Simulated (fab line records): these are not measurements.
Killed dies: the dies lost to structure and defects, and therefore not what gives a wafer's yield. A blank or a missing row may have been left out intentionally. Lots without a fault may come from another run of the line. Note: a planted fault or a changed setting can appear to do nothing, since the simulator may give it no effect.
2 desks, one fault :: flow nand-harc :: every desk sees just its own numbers, and what lay behind them comes last

== FROM THE METROLOGY DESK ==
Means of the sampled wafers that have a number, per lot and without regard to the tool the lot ran on: this is what the gauges read. A lot is out of limits, marked OUT, if its mean lies more than 4 standard deviations from the usual mean; the brackets give that distance.
Columns: A = cd-nm at NHARC_A_SLIT_CD_MEAS_09, usual 299.6 nm; B = cd-nm at NHARC_A_SLIT_CD_MEAS_21, usual 290.0 nm
lot: L816
first seen here: day 20 04:40
A: 300.2
B: 290.0

lot: L817
first seen here: day 20 12:15
A: 300.0
B: 289.8

lot: L818
first seen here: day 20 22:26
A: 300.1
B: 290.2

lot: L819
first seen here: day 21 10:10
A: 298.8
B: 289.7

lot: L824
first seen here: day 23 07:49
A: 299.0
B: 289.3

lot: L826
first seen here: day 24 03:41
A: 300.3
B: 290.9

lot: L827
first seen here: day 24 04:41
A: 299.3
B: 289.8

lot: L825
first seen here: day 24 05:29
A: 299.1
B: 290.7

lot: L835
first seen here: day 27 10:56
A: 299.5
B: 289.4

lot: L837
first seen here: day 28 05:44
A: 299.4
B: 290.5

lot: L838
first seen here: day 28 06:01
A: 298.9
B: 289.4

lot: L836
first seen here: day 28 16:57
A: 300.0
B: 290.9

lot: L839
first seen here: day 29 07:57
A: 299.7
B: 289.9
This desk's verdict: no lot among the 13 shows anything out of limits.

== FOR THE TOOL OWNER'S DESK: ald-hk-04 ==
The tool's own readings at NHARC_A_WL_FILL_ALD_00 (deposits Al2O3, target thk 3 nm, pulse time 3 s, ald cycles 30): means of the sampled wafers that have a number, for each lot that ran on this tool. A lot is out of limits, marked OUT, if its mean lies more than 4 standard deviations from the usual mean; the brackets give that distance.
Columns: A = heater-power-w at NHARC_A_WL_FILL_ALD_00, usual 469 W; B = precursor-pulse-height-rel at NHARC_A_WL_FILL_ALD_00, usual 0.998
lot: L817
first seen here: day 21 07:22
A: 431
B: 1.002

lot: L819
first seen here: day 21 23:22
A: 438
B: 1.001

lot: L824
first seen here: day 23 20:59
A: 470
B: 1.000

lot: L827
first seen here: day 24 16:52
A: 475
B: 0.984

lot: L825
first seen here: day 24 20:52
A: 457
B: 1.019

lot: L835
first seen here: day 28 00:22
A: 459
B: 0.983

lot: L838
first seen here: day 28 19:19
A: 453
B: 1.003
This desk's verdict: no lot among the 7 shows anything out of limits.

== TAKEN TOGETHER ==
At the metrology desk, nothing out of limits was observed.
The desk of the tool owner found nothing out of limits.

== WHAT THE SIMULATOR HAD INSERTED ==
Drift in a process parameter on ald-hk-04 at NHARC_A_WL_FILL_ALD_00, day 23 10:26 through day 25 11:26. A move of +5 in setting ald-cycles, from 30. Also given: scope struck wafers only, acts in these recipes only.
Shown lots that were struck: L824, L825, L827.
